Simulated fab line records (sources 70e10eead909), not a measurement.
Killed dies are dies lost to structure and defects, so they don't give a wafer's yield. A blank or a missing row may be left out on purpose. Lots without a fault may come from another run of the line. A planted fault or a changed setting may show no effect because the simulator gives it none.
Comparing a struck lot with a sound one | flow nand harc | 15 out of 1302 route steps
Sound: wafers L501.1, L501.4, L501.6. Struck: wafers L504.1, L504.2, L504.4. At the end, the cause is stated.
Each step with rows lists, per side, the tool, then ch with its chambers, then its first start. Under that, the readings that differ: sound wafers | struck wafers | difference of the means | sigmas: that difference in standard deviations of wafers without a fault.
alike: words and numbers the same on both sides, and readings whose means are apart by under 2 such deviations; not compared: readings that were withheld, readings missing a value for some wafer, numbers with overlapping values and no deviation given by the record, and bounds like >300 which may hide the same value.
Wherever a step has rows on one side only, a row that says differs or no value, or a row with sigmas, the two part there. When numbers do not overlap yet have no deviation, they are printed without sigmas and do not part them. Lack of a reading on every wafer of one side parts them only where that side has two or more wafers.

NHARC_P_M0_INSPECT_27:
  sound on defect inspect-02 at day 7 03:47; struck on defect inspect-01 at day 8 13:19
  reading          | sound       | struck      | difference | sigmas
  raw defect count | 834 524 489 | 262 259 247 | -360       | -2
NHARC_P_M0_PRE_CLEAN_31: time 12 s.
  sound on pecvd-01 ch 0,1,2, day 7 03:52; struck on pecvd-01 ch 0,1,2, day 8 13:23
  alike: heater power w
NHARC_P_M0_DEP_32: deposits SiCN, target thk 30 nm.
  sound on pecvd-01 ch 0,1,2, day 7 03:56; struck on pecvd-01 ch 0,1,2, day 8 13:28
  alike: heater power w
then, 9 steps without rows for these wafers: NHARC_P_M1_DEP_00 (deposits SiOC, target thk 182.5 nm); NHARC_P_M1_DEHYDRATE_01 (time 120 s); NHARC_P_M1_HMDS_02 (time 30 s); NHARC_P_M1_COAT_34 (time 65 s); NHARC_P_M1_COAT_03 (resist thk 90 nm); NHARC_P_M1_SOFTBAKE_04 (time 55 s); NHARC_P_M1_EBR_05; NHARC_P_M1_EXPOSE_06 (exposes mask P M1, target cd 130 nm); NHARC_P_M1_PEB_07 (peb time 65 s).
NHARC_P_M1_DEVELOP_08: develop time 35 s.
  sound on litho track-01 ch 0, day 7 05:00; struck on litho track-01 ch 0, day 8 14:00
  reading              | sound             | struck            | difference | sigmas
  developer temp C (C) | 22.98 22.96 22.97 | 22.20 22.19 22.21 | -0.77      | -6
  alike: resist line temp C
NHARC_P_M1_CD_MEAS_09 targets a cd of 130 nm.
  sound on cd sem-01 ch 0, day 7 05:10; struck on cd sem-01 ch 0, day 8 14:43
  alike: cd nm
-- record jumps: 18 days between struck wafers' starts before vs after; left off in module P_M1, resumes in module END, first step shown is number 1302 of the route --
NHARC_END_SORT_01:
  sound on prober-02 ch 0, day 25 09:25; struck on prober-01 ch 0, day 26 05:19
  alike: defect limited yield, killed at array, killed at other, killed at periphery, killed dies, killed open, killed short, sort_bin_2_pct, sort_bin_3_pct, sort_bin_4_pct, sort n pass, sort rim yield pct, sort yield pct

## WHERE THEY PART
Last at NHARC_P_M1_DEVELOP_08 as far as this record goes, first at NHARC_P_M0_INSPECT_27. Later steps at which nothing parts them and some readings are alike: NHARC_P_M1_CD_MEAS_09, NHARC_END_SORT_01.

WHY: what the simulator had put in
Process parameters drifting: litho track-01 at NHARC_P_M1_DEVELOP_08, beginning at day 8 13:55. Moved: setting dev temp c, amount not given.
